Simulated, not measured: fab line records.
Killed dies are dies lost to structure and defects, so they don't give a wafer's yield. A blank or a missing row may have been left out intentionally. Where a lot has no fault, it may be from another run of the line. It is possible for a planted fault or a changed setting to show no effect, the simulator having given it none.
Which of the tools did it?	flow nandHarc	Sampling: 10 lots, 30 wafers, 7 of 1159 route steps

## WHAT EACH GAUGE READ, for each wafer
NHARC_A_ZERO_WELL_INSPECT_17. Usual: rawDefectCount reads 12 (standard deviation 6.5).
lot	measured	on	rawDefectCount	flag
L328	day 6 09:15	defectInspect-01	6 8 18	
L330	day 7 07:12	defectInspect-02	3 5 11	
L331	day 7 13:25	defectInspect-01	2 18 8	
L342	day 9 19:57	defectInspect-02	9 15 12	
L339	day 9 20:48	defectInspect-02	8 4 19	
L341	day 9 23:04	defectInspect-02	4 8 15	
L344	day 10 15:31	defectInspect-02	12 11 13	
L347	day 11 06:01	defectInspect-01	10 14 12	
L350	day 12 11:50	defectInspect-01	4 6 10	
L351	day 12 12:19	defectInspect-02	11 3 7	

NHARC_A_CHANNEL_HOLE_D1_CD_MEAS_30. Usual: cdNm reads 89.7 nm (standard deviation 2.1).
lot	measured	on	cdNm (nm)	flag
L328	day 8 12:12	cdSem-01	91.1 89.8 93.5	
L330	day 9 03:13	cdSem-01	88.4 89.6 91.0	
L331	day 9 08:56	cdSem-01	88.1 90.7 92.5	
L342	day 11 21:31	cdSem-02	-1.1 1.6 1.4	OFF
L339	day 11 21:13	cdSem-02	0.8 1.0 1.6	OFF
L341	day 11 17:06	cdSem-03	87.6 92.5 87.7	
L344	day 12 10:42	cdSem-03	86.9 86.3 86.9	
L347	day 13 03:20	cdSem-02	92.2 88.0 91.2	
L350	day 14 09:37	cdSem-03	90.4 88.2 88.5	
L351	day 14 13:49	cdSem-01	92.6 87.7 88.4	

NHARC_END_SORT_01. Usual: killedAtArray 28, standard deviation 10; killedAtOther 0.6, standard deviation 1.1; killedAtPeriphery 3.6, standard deviation 2.6; killedDies 32, standard deviation 10; killedOpen 3.3, standard deviation 1.8; killedShort 1.9, standard deviation 1.4.
lot	measured	on	killedAtArray	killedAtOther	killedAtPeriphery	killedDies	killedOpen	killedShort	flag
L342	day 23 07:10	prober-02	674 675 676	1 1 0	2 1 1	677 677 677	4 2 7	1 1 2	OFF
L339	day 23 06:19	prober-01	672 675 673	0 0 0	5 2 4	677 677 677	3 4 1	2 4 0	OFF

## TOOL THAT RAN EACH LOT (tool first, then ch and the chambers of the sampled wafers, then the start)
lot	NHARC_A_CHANNEL_HOLE_D1_ETCH_20	NHARC_A_CHANNEL_HOLE_D1_ETCH_22	NHARC_A_CHANNEL_HOLE_D1_STRIP_27	NHARC_A_CHANNEL_HOLE_D1_XSEM_31
L328	harEtch-01 ch 0,1, day 8 06:52	harEtch-01 ch 0,1, day 8 07:40	rieDiel-02 ch 0,1, day 8 12:12 or earlier	xsem-02 ch 0, day 8 12:17
L330	harEtch-01 ch 0,1, day 8 21:56	harEtch-01 ch 0,1, day 8 22:50	rieDiel-02 ch 1,2,3, day 9 03:13 or earlier	xsem-02 ch 0, day 9 03:18
L331	harEtch-01 ch 0,1, day 9 03:34	harEtch-01 ch 0,1, day 9 04:22	rieDiel-02 ch 0,3, day 9 08:56 or earlier	xsem-01 ch 0, day 9 09:02
L342	harEtch-01 ch 0,1, day 11 16:06	harEtch-01 ch 0,1, day 11 16:52	rieDiel-02 ch 0,2, day 11 21:31 or earlier	xsem-01 ch 0, day 11 21:37
L339	harEtch-02 ch 0,1, day 11 15:49	harEtch-02 ch 0,1, day 11 16:34	rieDiel-08 ch 0,2,3, day 11 21:13 or earlier	xsem-02 ch 0, day 11 21:19
L341	harEtch-02 ch 1, day 11 11:38	harEtch-02 ch 1, day 11 12:24	rieDiel-02 ch 1,2,3, day 11 17:06 or earlier	xsem-02 ch 0, day 11 17:11
L344	harEtch-02 ch 0,1, day 12 05:19	harEtch-02 ch 0,1, day 12 06:07	rieDiel-08 ch 0,1, day 12 10:42 or earlier	xsem-02 ch 0, day 12 10:47
L347	harEtch-01 ch 0,1, day 12 21:49	harEtch-01 ch 0,1, day 12 22:37	rieDiel-10 ch 0,3, day 13 03:20 or earlier	xsem-01 ch 0, day 13 03:25
L350	harEtch-02 ch 0,1, day 14 04:13	harEtch-02 ch 0,1, day 14 04:58	rieDiel-08 ch 0,2,3, day 14 09:37 or earlier	xsem-01 ch 0, day 14 09:42
L351	harEtch-02 ch 0,1, day 14 08:29	harEtch-02 ch 0,1, day 14 09:20	rieDiel-02 ch 0,1,2, day 14 13:49 or earlier	xsem-02 ch 0, day 14 13:54
- NHARC_A_CHANNEL_HOLE_D1_ETCH_20: etches the open film in C4F8/O2/Ar, time 361.9 s, target depth 1600 nm.
- NHARC_A_CHANNEL_HOLE_D1_ETCH_22: etches the open film in C4F8/O2/Ar, time 666.7 s, target depth 1600 nm.
- NHARC_A_CHANNEL_HOLE_D1_STRIP_27: strips in O2.
- NHARC_A_CHANNEL_HOLE_D1_XSEM_31

## WHAT THE TOOLS THEMSELVES READ (means of the sampled wafers that have a number; where no wafer has one, the mark that the record gives instead)
NHARC_A_CHANNEL_HOLE_D1_ETCH_20. Usual: c4f8FlowSccm 89.25 sccm, standard deviation 0.21; chamberPressureMTorr 20.001 mTorr, standard deviation 0.018; drypumpMotorCurrentA 5.9 A, standard deviation 0.37; mfcArSccm 375.0 sccm, standard deviation 1.2; showerheadPlenumPTorr 3.68 Torr, standard deviation 0.15; throttleValvePct 32.154 %, standard deviation 0.0093.
lot	tool	c4f8FlowSccm (sccm)	chamberPressureMTorr (mTorr)	drypumpMotorCurrentA (A)	mfcArSccm (sccm)	showerheadPlenumPTorr (Torr)	throttleValvePct (%)	flag
L328	harEtch-01	89.44	19.989	6.0	374.0	3.73	32.152	
L330	harEtch-01	89.10	19.996	6.0	374.8	3.73	32.161	
L331	harEtch-01	89.33	20.007	6.3	374.8	3.64	32.149	
L342	harEtch-01	-	-	-	-	-	-	OFF
L339	harEtch-02	-	-	-	-	-	-	OFF
L341	harEtch-02	89.46	20.014	5.6	375.2	3.86	32.150	
L344	harEtch-02	89.47	19.992	5.7	375.2	3.74	32.156	
L347	harEtch-01	89.33	20.004	6.0	375.1	3.70	32.143	
L350	harEtch-02	89.38	19.991	5.7	374.1	3.73	32.150	
L351	harEtch-02	89.10	20.010	5.7	375.9	3.73	32.165	

NHARC_A_CHANNEL_HOLE_D1_ETCH_22. Usual: c4f8FlowSccm 89.31 sccm, standard deviation 0.27; chamberPressureMTorr 20.000 mTorr, standard deviation 0.018; drypumpMotorCurrentA 5.9 A, standard deviation 0.37; mfcArSccm 375.1 sccm, standard deviation 1.1; showerheadPlenumPTorr 3.68 Torr, standard deviation 0.15; throttleValvePct 32.154 %, standard deviation 0.0096.
lot	tool	c4f8FlowSccm (sccm)	chamberPressureMTorr (mTorr)	drypumpMotorCurrentA (A)	mfcArSccm (sccm)	showerheadPlenumPTorr (Torr)	throttleValvePct (%)	flag
L328	harEtch-01	89.22	20.001	6.0	374.6	3.73	32.161	
L330	harEtch-01	89.13	19.995	6.0	375.5	3.73	32.145	
L331	harEtch-01	89.18	20.026	6.3	375.2	3.64	32.150	
L342	harEtch-01	89.23	19.996	6.3	375.8	3.63	32.156	
L339	harEtch-02	89.38	20.013	5.7	375.5	3.74	32.159	
L341	harEtch-02	88.95	19.998	5.6	375.5	3.86	32.157	
L344	harEtch-02	89.42	20.000	5.7	374.7	3.74	32.156	
L347	harEtch-01	89.14	20.021	6.0	374.6	3.70	32.151	
L350	harEtch-02	89.41	19.990	5.7	375.2	3.73	32.159	
L351	harEtch-02	89.29	20.020	5.7	374.3	3.73	32.157	

NHARC_A_CHANNEL_HOLE_D1_STRIP_27. Usual: drypumpMotorCurrentA 5.7 A, standard deviation 0.41; mfcArSccm 0.012 sccm, standard deviation 0.014; oesProductAu 0.994 a.u., standard deviation 0.013; rfVppV 57.9 V, standard deviation 0.79; showerheadPlenumPTorr 3.57 Torr, standard deviation 0.09; throttleValvePct 17.036 %, standard deviation 0.0091.
lot	tool	drypumpMotorCurrentA (A)	mfcArSccm (sccm)	oesProductAu (a.u.)	rfVppV (V)	showerheadPlenumPTorr (Torr)	throttleValvePct (%)	flag
L328	rieDiel-02	5.7	0.012	1.010	58.9	3.59	17.026	
L330	rieDiel-02	6.1	0.025	0.994	58.3	3.60	17.035	
L331	rieDiel-02	5.8	0.000	1.007	58.3	3.49	17.040	
L342	rieDiel-02	5.7	0.013	0.989	58.5	3.59	17.032	
L339	rieDiel-08	5.3	0.006	1.000	58.6	3.61	17.029	
L341	rieDiel-02	6.1	0.025	0.993	57.8	3.60	17.027	
L344	rieDiel-08	5.5	0.011	0.983	58.0	3.52	17.037	
L347	rieDiel-10	5.8	0.014	0.987	58.6	3.58	17.039	
L350	rieDiel-08	5.3	0.006	0.986	58.7	3.61	17.025	
L351	rieDiel-02	5.9	0.025	0.994	59.2	3.63	17.035	

NHARC_A_CHANNEL_HOLE_D1_XSEM_31. Usual: botCdNm 74.2 nm, standard deviation 2.2; bowNm 8.6 nm, standard deviation 0.3; tiltDeg 0.08 degrees, standard deviation 0.05.
lot	tool	botCdNm (nm)	bowNm (nm)	tiltDeg (degrees)	flag
L328	xsem-02	76.4	8.4	0.04	
L330	xsem-02	74.1	9.3	0.06	
L331	xsem-01	74.0	8.7	0.12	
L342	xsem-01	1.3	0.6	0.06	OFF
L339	xsem-02	0.8	0.8	0.01	OFF
L341	xsem-02	73.7	8.4	0.07	
L344	xsem-02	70.9	8.5	0.12	
L347	xsem-01	74.6	8.3	0.08	
L350	xsem-01	73.5	8.7	0.19	
L351	xsem-02	73.3	8.5	0.16	

## THE ANSWER, worked out from the rows above alone
Rule: a lot is off if the mean of its wafers that have a number lies more than 3 standard deviations from the usual mean. A lot without any number at a reading at which 4 lots or more have one is off too. All remaining lots with rows at the step are treated as sound. The gauges are gone through in route order, then the tools' own readings, and for those a lot's mean is taken as printed above. At the first step where some lot is off, the reading lying furthest off is the one used; lots without a number count as furthest.
Off, at NHARC_A_CHANNEL_HOLE_D1_CD_MEAS_30 on cdNm: L342, L339.
A tool fits if, at a process step before that reading, it ran every lot that is off, and no sound lot after the first of them. The gauges at NHARC_A_CHANNEL_HOLE_D1_CD_MEAS_30 aren't tried: what is off there is off at NHARC_END_SORT_01 too, on other tools, and a gauge's error can't cause that. With no start given for some of its lots, NHARC_A_CHANNEL_HOLE_D1_STRIP_27 uses the hours and lot order of NHARC_A_CHANNEL_HOLE_D1_CD_MEAS_30. None of those tried fits.

## WHAT HAD BEEN PUT IN BY THE SIMULATOR
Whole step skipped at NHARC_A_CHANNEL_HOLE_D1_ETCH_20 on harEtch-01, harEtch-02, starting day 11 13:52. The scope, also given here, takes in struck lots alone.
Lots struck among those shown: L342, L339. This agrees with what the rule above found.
